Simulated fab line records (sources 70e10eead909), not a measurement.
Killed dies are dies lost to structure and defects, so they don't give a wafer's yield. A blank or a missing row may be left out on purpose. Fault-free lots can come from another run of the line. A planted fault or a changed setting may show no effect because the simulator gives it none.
Which tool was responsible? / flow nand harc / 6 lots with 18 wafers sampled at 5 steps, on a route of 1302 steps

WHAT THE GAUGES READ, wafer by wafer
NHARC_END_SORT_01.
lot=L336; measured=day 32 20:58; on=prober-02; killed at array=673 677 671

EACH LOT AND THE TOOL THAT RAN IT (in order: tool; ch and the chambers of the sampled wafers; start)
lot=L318; NHARC_A_CONTACT_ETCH_50=rie diel-03 ch 0,1,2, day 22 12:38 or earlier; NHARC_A_CONTACT_ETCH_119=har cap etch-01 ch 1, day 22 12:38; NHARC_A_CONTACT_ETCH_120=har cap etch-01 ch 1, day 22 12:49; NHARC_A_CONTACT_ETCH_123=har cap etch-01 ch 1, day 22 13:23
lot=L323; NHARC_A_CONTACT_ETCH_50=rie diel-02 ch 0,1,2, day 24 01:46 or earlier; NHARC_A_CONTACT_ETCH_119=har cap etch-01 ch 0,1, day 24 01:46; NHARC_A_CONTACT_ETCH_120=har cap etch-01 ch 0,1, day 24 01:56; NHARC_A_CONTACT_ETCH_123=har cap etch-01 ch 0,1, day 24 02:34
lot=L325; NHARC_A_CONTACT_ETCH_50=rie diel-03 ch 0,1,3, day 25 05:58 or earlier; NHARC_A_CONTACT_ETCH_119=har cap etch-01 ch 0,1, day 25 05:58; NHARC_A_CONTACT_ETCH_120=har cap etch-01 ch 0,1, day 25 06:08; NHARC_A_CONTACT_ETCH_123=har cap etch-01 ch 0,1, day 25 06:42
lot=L330; NHARC_A_CONTACT_ETCH_50=rie diel-03 ch 0,1,3, day 27 00:43 or earlier; NHARC_A_CONTACT_ETCH_119=har cap etch-03 ch 0,1, day 27 00:43; NHARC_A_CONTACT_ETCH_120=har cap etch-03 ch 0,1, day 27 00:53; NHARC_A_CONTACT_ETCH_123=har cap etch-03 ch 0,1, day 27 01:23
lot=L336; NHARC_A_CONTACT_ETCH_50=rie diel-09 ch 1,2, day 29 19:06 or earlier; NHARC_A_CONTACT_ETCH_119=har cap etch-03 ch 0,1, day 29 19:06; NHARC_A_CONTACT_ETCH_120=har cap etch-03 ch 0,1, day 29 19:16; NHARC_A_CONTACT_ETCH_123=har cap etch-03 ch 0,1, day 29 19:51
lot=L340; NHARC_A_CONTACT_ETCH_50=rie diel-03 ch 0,2,3, day 30 18:29 or earlier; NHARC_A_CONTACT_ETCH_119=har cap etch-01 ch 0,1, day 30 18:29; NHARC_A_CONTACT_ETCH_120=har cap etch-01 ch 0,1, day 30 18:39; NHARC_A_CONTACT_ETCH_123=har cap etch-01 ch 0,1, day 30 19:10
- NHARC_A_CONTACT_ETCH_50: etches the open film in CF4/CHF3, target depth 121 nm, time 60.5 s.
- NHARC_A_CONTACT_ETCH_119: etches the open film in C4F8/O2/Ar, time 190 s, target depth 1850 nm.
- NHARC_A_CONTACT_ETCH_120: etches the open film in C4F8/O2/Ar, time 190 s, target depth 1850 nm.
- NHARC_A_CONTACT_ETCH_123: etches the open film in C4F8/O2/Ar, time 490 s, target depth 2110 nm.

THE ANSWER, worked out from the rows above alone
Rule: what is usual is taken from the lots themselves. The widest of any qualifying gaps counts: lots, ordered by their means at a reading, are off when they make up no more than a third of the lots, leave a main group of 4 or more, and stand apart from it by 3 or more times the standard deviation of that group's means. Not used: any main group whose means are identical at the precision the tables above print for the reading. A lot without any number at a reading at which 4 lots or more have one is off too. The other lots that the step has rows for count as sound.
No lot is off at any reading shown: from this, nothing can be told.

WHAT THE SIMULATOR HAD INSERTED
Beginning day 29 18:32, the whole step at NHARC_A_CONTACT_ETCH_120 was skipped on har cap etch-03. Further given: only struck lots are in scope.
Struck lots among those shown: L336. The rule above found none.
